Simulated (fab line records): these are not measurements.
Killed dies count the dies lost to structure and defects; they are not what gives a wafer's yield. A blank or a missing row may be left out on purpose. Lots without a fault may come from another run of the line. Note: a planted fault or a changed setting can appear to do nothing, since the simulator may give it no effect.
Comparing a struck lot with a sound one || flow n5Finfet || 27 steps out of a route of 1938
Sound: the wafers L187.3, L187.4, L187.5. Wafers struck: L196.1, L196.2, L196.5. The cause comes at the end.
For every step that has rows: the tool of each side, followed by ch and its chambers, followed by its first start. Under that, the readings that differ: sound wafers || struck wafers || difference of the means || sigmas: that difference in standard deviations of wafers without a fault.
alike: a reading whose means differ by less than 2 such deviations, as well as words and numbers matching on both sides. not compared: withheld readings; readings where some wafer has no value; bounds like >300 that might hide an equal value; numbers whose values overlap and for which the record gives no deviation.
A row with sigmas, a row that says differs or no value, or rows on one side alone: a step with any of these is where the two part. Non-overlapping numbers with no deviation appear without sigmas and do not part them. A reading that every wafer of one side lacks parts them only if that side has two wafers or more.

first, 3 steps without rows for these wafers: N5_FIN_SAQP_PRECLEAN_44 (cleans in SC2, time 45 s); N5_FIN_SAQP_SRD_01 (time 30 s); N5_FIN_SAQP_ALD_61 (deposits SiO2, target thk 4 nm, pulse time 1 s, purge time 2 s).
N5_FIN_SAQP_DENSIFY_62: time 60 s.
  sound on rtpAnneal-01 ch 0, day 3 15:13; struck on rtpAnneal-01 ch 0, day 5 20:41
  alike: lampPowerPct, lamp_zone_1_pct, wafer_temp_C_max
then, 1 step without rows for these wafers: N5_FIN_SAQP_HM_DEP_03 (deposits SiNx from SiH4/NH3/N2, target thk 38 nm, time 33.6 s).
N5_FIN_SAQP_THK_MEAS_05:
  struck on filmMetro-02, day 5 21:00; sound on filmMetro-02, day 3 15:29
  alike: thkNm
N5_FIN_SAQP_PECVD_47: deposits a-Si from SiH4/He, target thk 45 nm, time 36.3 s.
  sound on pecvd-04 ch 1,2, day 3 15:31; struck on pecvd-04 ch 0,1, day 5 21:02
  alike: heaterPowerW, rfFwdPowerW, showerheadPlenumPTorr, throttleValvePct
N5_FIN_SAQP_PECVD_48: deposits SiNx from SiH4/NH3/N2, target thk 25 nm, time 22.1 s.
  sound on pecvd-04 ch 1,2, day 3 15:34; struck on pecvd-04 ch 0,1, day 5 21:04
  alike: heaterPowerW, rfFwdPowerW, showerheadPlenumPTorr, throttleValvePct
N5_FIN_SAQP_PECVD_06: deposits a-Si from SiH4/He, target thk 60 nm, time 48.1 s.
  sound on pecvd-04 ch 1,2, day 3 15:36; struck on pecvd-04 ch 0,1, day 5 21:07
  alike: heaterPowerW, rfFwdPowerW, showerheadPlenumPTorr, throttleValvePct
N5_FIN_SAQP_THK_MEAS_07:
  struck on filmMetro-02, day 5 21:12; sound on filmMetro-02, day 3 15:41
  alike: thkNm
N5_FIN_SAQP_HM_DEP_72: deposits SiO2 from SiH4/N2O, target thk 12 nm, time 7.2 s.
  sound on pecvd-02 ch 0,2, day 3 15:43; struck on pecvd-02 ch 0,1, day 5 21:14
  alike: heaterPowerW, rfFwdPowerW, showerheadPlenumPTorr
then, 1 step without rows for these wafers: N5_FIN_SAQP_COAT_49 (time 60 s, resist thk 100 nm).
N5_FIN_SAQP_COAT_50: time 60 s, resist thk 35 nm.
  sound on lithoTrack-05 ch 0, day 3 15:48; struck on lithoTrack-02 ch 0, day 5 21:19
{"reading": "spinSpeedRpm (rpm)", "sound": "1499.2 1499.1 1500.0", "struck": "1457.1 1456.9 1460.3", "difference": -41.3, "sigmas": -38}
{"reading": "model.SiARC_of_FIN_SAQP_COAT_50.thkNm (nm)", "sound": "34.93 34.96 35.04", "struck": "35.44 35.31 35.29", "difference": "+0.37", "sigmas": ""}
then, 6 steps without rows for these wafers: N5_FIN_SAQP_COAT_10 (resist thk 90 nm); N5_FIN_SAQP_EBR_12; N5_FIN_SAQP_SOFTBAKE_11 (time 60 s); N5_FIN_SAQP_EXPOSE_13 (exposes mask FIN CORE, target cd 35.6 nm); N5_FIN_SAQP_PEB_14 (peb time 60 s); N5_FIN_SAQP_DEVELOP_15 (develop time 30 s).
N5_FIN_SAQP_CD_MEAS_16 targets a cd of 35.6 nm.
  sound on cdSem-01 ch 0, day 3 16:10; struck on cdSem-01 ch 0, day 5 21:34
  alike: cdNm
N5_FIN_SAQP_OVL_MEAS_17:
  sound on overlay-02 ch 0, day 3 16:13; struck on overlay-02 ch 0, day 5 21:36
  alike: FIN_CORE_OVL
N5_FIN_SAQP_INSPECT_18: inspects for defects (brightfield).
  struck on defectInspect-02, day 5 21:38; sound on defectInspect-01, day 3 16:14
  alike: rawDefectCount
then, 1 step without rows for these wafers: N5_FIN_SAQP_DESCUM_21 (chemistry O2, time 7.9 s).
N5_FIN_SAQP_ETCH_51: etches SiARC in CF4, target depth 45.5 nm, time 75.8 s.
  sound on rieDiel-02 ch 0,1, day 3 16:41; struck on rieDiel-01 ch 0,1,3, day 5 21:41
{"reading": "model.etch.depthNm (nm)", "sound": "34.93 34.96 35.04", "struck": "35.44 35.31 35.29", "difference": "+0.37", "sigmas": ""}
{"reading": "model.CAR-ArF_of_FIN_SAQP_COAT_10.thkNm (nm)", "sound": "51.36 51.03 50.93", "struck": "50.21 50.83 50.57", "difference": -0.57, "sigmas": ""}
  alike: drypumpMotorCurrentA, etchRfOnTimeS, oesProductAu, rfFwdPowerW, rfVppV, showerheadPlenumPTorr, throttleValvePct
  not compared: rfHoursCounterH
N5_FIN_SAQP_ETCH_52: etches SOC in N2/H2, target depth 100 nm, overetch 20 nm, time 150 s.
  sound on rieDiel-02 ch 0,1, day 3 16:44; struck on rieDiel-01 ch 0,1,3, day 5 21:45
  alike: drypumpMotorCurrentA, oesProductAu, rfFwdPowerW, rfVppV, showerheadPlenumPTorr, throttleValvePct
  not compared: rfHoursCounterH, model.SiARC_of_FIN_SAQP_COAT_50.thkNm
then, 1 step without rows for these wafers: N5_FIN_SAQP_STRIP_53 (strips in N2/H2).
-- here the record skips 11 days between the struck wafers' starts before and after, leaving off in module FIN_SAQP and picking up in module PASSIVATION (first step shown: number 1936 of the route) --
N5_PASSIVATION_PROBE_49:
  struck on prober-02, day 16 17:05; sound on prober-02, day 14 20:26
{"reading": "killedAtOther", "sound": "5 6 1", "struck": "9 20 14", "difference": "+10", "sigmas": "+3"}
  alike: killed_at_M0_to_M3, killed_at_M4_up, killedAtContacts, killedAtFrontEnd, killedDies, killedOpen, killedShort

## WHERE THEY PART
Last at N5_PASSIVATION_PROBE_49 as far as this record goes, first at N5_FIN_SAQP_COAT_50.

WHY: the cause the simulator had injected
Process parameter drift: lithoTrack-02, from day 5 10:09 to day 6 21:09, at N5_FIN_SAQP_COAT_50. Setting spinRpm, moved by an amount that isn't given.
